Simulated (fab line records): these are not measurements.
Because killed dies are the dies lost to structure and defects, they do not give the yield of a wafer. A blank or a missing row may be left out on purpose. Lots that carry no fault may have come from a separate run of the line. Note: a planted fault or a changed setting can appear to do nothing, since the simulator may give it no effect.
Chamber matching | flow n5_finfet | rie_diel-01 running N5_HKMG_FIN_ETCH_67: 4 sister chambers
The step etches SOC in N2/H2, stops on TiN, target depth 388.9 nm. 4 wafers are shown with their chamber, then 9 later ones without.

EACH WAFER AND ITS CHAMBER
wafer  | chamber | drypump_motor_current_A (A)
L079.5 | 3       | 5.7
L082.4 | 0       | 6.1
L085.5 | 2       | 6.3
L085.6 | 1       | 5.4

WAFERS WITHOUT THEIR CHAMBER
wafer  | drypump_motor_current_A (A)
L088.3 | 5.7
L088.5 | 5.7
L088.6 | 5.3
L090.3 | 5.7
L090.5 | 5.3
L090.6 | 6.1
L092.1 | 6.4
L092.3 | 5.7
L092.6 | 6.1

EACH ONE'S CHAMBER
wafer  | from the rows above | in truth
L088.3 | 3                   | 3
L088.5 | 3                   | 3
L088.6 | 1                   | 1
L090.3 | 3                   | 3
L090.5 | 1                   | 1
L090.6 | 0                   | 0
L092.1 | 2                   | 2
L092.3 | 3                   | 3
L092.6 | 0                   | 0
Placed correctly: 9 of 9. Left unplaced by these rows: 0. Number placed wrongly: 0.
How it was worked out, from the rows above alone: a wafer's distance from a chamber is the root of the sum, over the readings, of the square of ((its reading less the chamber's mean) divided by the reading's scatter). The wafer belongs to the nearest chamber; if the next one is less than 2 further off, it can't be placed. The mean given for a chamber averages the wafers shown for that chamber. The scatter: root of mean squared gap, hidden wafer to nearest shown wafer, with one shown wafer a chamber.
